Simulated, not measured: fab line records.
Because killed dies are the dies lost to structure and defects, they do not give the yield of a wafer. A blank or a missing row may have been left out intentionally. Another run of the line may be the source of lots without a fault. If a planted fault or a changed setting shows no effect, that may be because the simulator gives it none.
Chamber matching || flow nand-harc || NHARC_P_CONTACT_ALD_22 on ald-metal-03 has 4 sister chambers
The step deposits TiN, target thk 3 nm, pulse time 1 s, ald cycles 150. 30 wafers are shown with their chamber, then 12 later ones without.

WAFERS, EACH WITH ITS CHAMBER
{"wafer": "L075.2", "chamber": 2, "heater-power-w (W)": 1091, "precursor-pulse-height-rel": 0.956}
{"wafer": "L075.3", "chamber": 0, "heater-power-w (W)": 1166, "precursor-pulse-height-rel": 0.976}
{"wafer": "L075.6", "chamber": 1, "heater-power-w (W)": 1015, "precursor-pulse-height-rel": 1.020}
{"wafer": "L078.3", "chamber": 1, "heater-power-w (W)": 990, "precursor-pulse-height-rel": 1.013}
{"wafer": "L078.4", "chamber": 0, "heater-power-w (W)": 1190, "precursor-pulse-height-rel": 1.031}
{"wafer": "L078.6", "chamber": 3, "heater-power-w (W)": 1237, "precursor-pulse-height-rel": 1.005}
{"wafer": "L079.1", "chamber": 0, "heater-power-w (W)": 1211, "precursor-pulse-height-rel": 1.018}
{"wafer": "L079.3", "chamber": 2, "heater-power-w (W)": 1089, "precursor-pulse-height-rel": 0.992}
{"wafer": "L079.4", "chamber": 3, "heater-power-w (W)": 1225, "precursor-pulse-height-rel": 0.959}
{"wafer": "L081.1", "chamber": 1, "heater-power-w (W)": 1035, "precursor-pulse-height-rel": 1.019}
{"wafer": "L081.2", "chamber": 3, "heater-power-w (W)": 1218, "precursor-pulse-height-rel": 0.998}
{"wafer": "L081.4", "chamber": 3, "heater-power-w (W)": 1245, "precursor-pulse-height-rel": 0.965}
{"wafer": "L081.3", "chamber": 0, "heater-power-w (W)": 1183, "precursor-pulse-height-rel": 0.988}
{"wafer": "L081.5", "chamber": 0, "heater-power-w (W)": 1222, "precursor-pulse-height-rel": 0.988}
{"wafer": "L081.6", "chamber": 1, "heater-power-w (W)": 1029, "precursor-pulse-height-rel": 1.036}
{"wafer": "L084.1", "chamber": 2, "heater-power-w (W)": 1123, "precursor-pulse-height-rel": 0.991}
{"wafer": "L084.5", "chamber": 1, "heater-power-w (W)": 1045, "precursor-pulse-height-rel": 0.989}
{"wafer": "L084.6", "chamber": 2, "heater-power-w (W)": 1120, "precursor-pulse-height-rel": 1.002}
{"wafer": "L085.1", "chamber": 2, "heater-power-w (W)": 1104, "precursor-pulse-height-rel": 1.010}
{"wafer": "L085.4", "chamber": 1, "heater-power-w (W)": 1065, "precursor-pulse-height-rel": 1.023}
{"wafer": "L085.6", "chamber": 3, "heater-power-w (W)": 1173, "precursor-pulse-height-rel": 0.990}
{"wafer": "L086.3", "chamber": 3, "heater-power-w (W)": 1175, "precursor-pulse-height-rel": 0.969}
{"wafer": "L086.4", "chamber": 2, "heater-power-w (W)": 1117, "precursor-pulse-height-rel": 1.008}
{"wafer": "L086.6", "chamber": 1, "heater-power-w (W)": 1051, "precursor-pulse-height-rel": 1.001}
{"wafer": "L087.3", "chamber": 3, "heater-power-w (W)": 1177, "precursor-pulse-height-rel": 1.002}
{"wafer": "L087.4", "chamber": 3, "heater-power-w (W)": 1179, "precursor-pulse-height-rel": 1.033}
{"wafer": "L087.6", "chamber": 2, "heater-power-w (W)": 1092, "precursor-pulse-height-rel": 0.996}
{"wafer": "L089.3", "chamber": 2, "heater-power-w (W)": 1102, "precursor-pulse-height-rel": 1.006}
{"wafer": "L089.5", "chamber": 0, "heater-power-w (W)": 1152, "precursor-pulse-height-rel": 1.001}
{"wafer": "L089.6", "chamber": 3, "heater-power-w (W)": 1176, "precursor-pulse-height-rel": 0.988}

SIGNATURES, as means of the wafers listed above
{"reading": "heater-power-w", "chamber 0": 1187.33, "chamber 1": 1032.86, "chamber 2": 1104.75, "chamber 3": 1200.56, "scatter within a chamber": 24.6}
{"reading": "precursor-pulse-height-rel", "chamber 0": 1.00033, "chamber 1": 1.01443, "chamber 2": 0.99513, "chamber 3": 0.98989, "scatter within a chamber": 0.0196}
Rule: a wafer lies at a distance from a chamber equal to the root of the sum of squares, over the readings, of (its reading less the chamber's mean, divided by the reading's scatter). The wafer belongs to the nearest chamber; if the next one is less than 2 further off, it can't be placed. The scatter: the root of (the sum of the squares of (reading less its chamber's mean) over the shown wafers, divided by (wafers less chambers)).

WAFERS MISSING THEIR CHAMBER
{"wafer": "L092.2", "heater-power-w (W)": 1043, "precursor-pulse-height-rel": 0.961}
{"wafer": "L092.4", "heater-power-w (W)": 1113, "precursor-pulse-height-rel": 0.979}
{"wafer": "L092.5", "heater-power-w (W)": 1168, "precursor-pulse-height-rel": 0.986}
{"wafer": "L095.4", "heater-power-w (W)": 1156, "precursor-pulse-height-rel": 1.013}
{"wafer": "L095.5", "heater-power-w (W)": 1107, "precursor-pulse-height-rel": 0.974}
{"wafer": "L095.6", "heater-power-w (W)": 1062, "precursor-pulse-height-rel": 1.034}
{"wafer": "L096.1", "heater-power-w (W)": 1040, "precursor-pulse-height-rel": 1.025}
{"wafer": "L096.2", "heater-power-w (W)": 1173, "precursor-pulse-height-rel": 1.019}
{"wafer": "L096.4", "heater-power-w (W)": 1190, "precursor-pulse-height-rel": 0.986}
{"wafer": "L097.1", "heater-power-w (W)": 1141, "precursor-pulse-height-rel": 0.993}
{"wafer": "L097.3", "heater-power-w (W)": 1108, "precursor-pulse-height-rel": 1.024}
{"wafer": "L097.5", "heater-power-w (W)": 1189, "precursor-pulse-height-rel": 0.995}

EACH ONE'S CHAMBER
{"wafer": "L092.2", "from the rows above": "can't be placed: 1 or 2", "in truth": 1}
{"wafer": "L092.4", "from the rows above": 2, "in truth": 2}
{"wafer": "L092.5", "from the rows above": "can't be placed: 0 or 3 or 2", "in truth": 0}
{"wafer": "L095.4", "from the rows above": "can't be placed: 0 or 3 or 2", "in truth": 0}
{"wafer": "L095.5", "from the rows above": 2, "in truth": 2}
{"wafer": "L095.6", "from the rows above": "can't be placed: 1 or 2", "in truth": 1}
{"wafer": "L096.1", "from the rows above": 1, "in truth": 1}
{"wafer": "L096.2", "from the rows above": "can't be placed: 0 or 3 or 2", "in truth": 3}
{"wafer": "L096.4", "from the rows above": "can't be placed: 3 or 0", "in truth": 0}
{"wafer": "L097.1", "from the rows above": "can't be placed: 2 or 0 or 3", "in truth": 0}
{"wafer": "L097.3", "from the rows above": "can't be placed: 2 or 1 or 0", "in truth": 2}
{"wafer": "L097.5", "from the rows above": "can't be placed: 0 or 3", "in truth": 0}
Correct placement for 3 of the 12. Unplaceable from these rows: 9, with the true chamber sitting among the candidates in 9. 0 placed wrongly.
